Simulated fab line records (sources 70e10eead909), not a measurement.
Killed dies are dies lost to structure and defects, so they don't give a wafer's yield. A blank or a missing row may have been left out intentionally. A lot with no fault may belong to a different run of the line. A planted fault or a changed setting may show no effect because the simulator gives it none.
Chamber matching ; flow nand harc ; NHARC_A_CONTACT_CMP_20 on cmp-04 has 4 sister chambers
The step polishes, t overpolish 30 s, target thk 300 nm. 14 wafers are shown with their chamber, then 7 later ones without.

## EACH WAFER AND ITS CHAMBER
wafer;chamber;motor current A (A);retaining ring pressure frac;overpolish run s (s)
L079.2;0;12.2;1.002;30.008
L079.3;2;11.9;0.991;30.010
L079.5;0;12.7;0.997;29.989
L081.1;1;13.7;1.008;29.991
L081.4;2;11.7;1.002;30.013
L081.6;1;14.1;1.003;29.991
L087.1;1;13.2;1.004;30.009
L087.4;3;10.1;0.993;29.995
L087.5;0;12.4;1.006;29.996
L089.1;0;12.2;0.999;30.000
L089.4;3;10.3;1.005;30.000
L089.5;2;11.6;0.996;30.000
L088.3;3;10.5;0.998;30.006
L088.4;0;12.6;0.994;30.008

SIGNATURES (averages over the wafers above)
reading;chamber 0;chamber 1;chamber 2;chamber 3;scatter within a chamber
motor current A;12.420;13.667;11.733;10.300;0.272
retaining ring pressure frac;0.99960;1.00500;0.99633;0.99867;0.00482
overpolish run s;30.00020;29.99700;30.00767;30.00033;0.00796
Rule: for a wafer and a chamber, the distance is found by dividing, reading by reading, the gap between the wafer's reading and the chamber's mean by the reading's scatter, squaring, summing and taking the root. If the next closest chamber is less than 2 further off than the closest, the wafer can't be placed; otherwise it belongs to the closest. The scatter: take each reading less its chamber's mean, square it, sum over the shown wafers, divide by the number of wafers less the number of chambers, and take the root.

## WAFERS MISSING THEIR CHAMBER
wafer;motor current A (A);retaining ring pressure frac;overpolish run s (s)
L088.5;11.9;0.998;30.003
L091.2;12.1;0.998;30.029
L091.4;13.7;0.996;29.994
L091.6;11.2;1.006;29.987
L095.2;10.6;1.001;30.001
L095.5;13.3;1.003;30.016
L095.6;11.5;0.998;30.004

## THE CHAMBER EACH PASSED THROUGH
wafer;from the rows above;in truth
L088.5;can't be placed: 2 or 0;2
L091.2;can't be placed: 2 or 0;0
L091.4;1;1
L091.6;can't be placed: 2 or 3 or 0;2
L095.2;3;3
L095.5;can't be placed: 1 or 0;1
L095.6;2;2
Correctly placed: 3 of 7. These rows do not allow placing 4 (true chamber among the candidates in 4). Wrongly placed: 0.
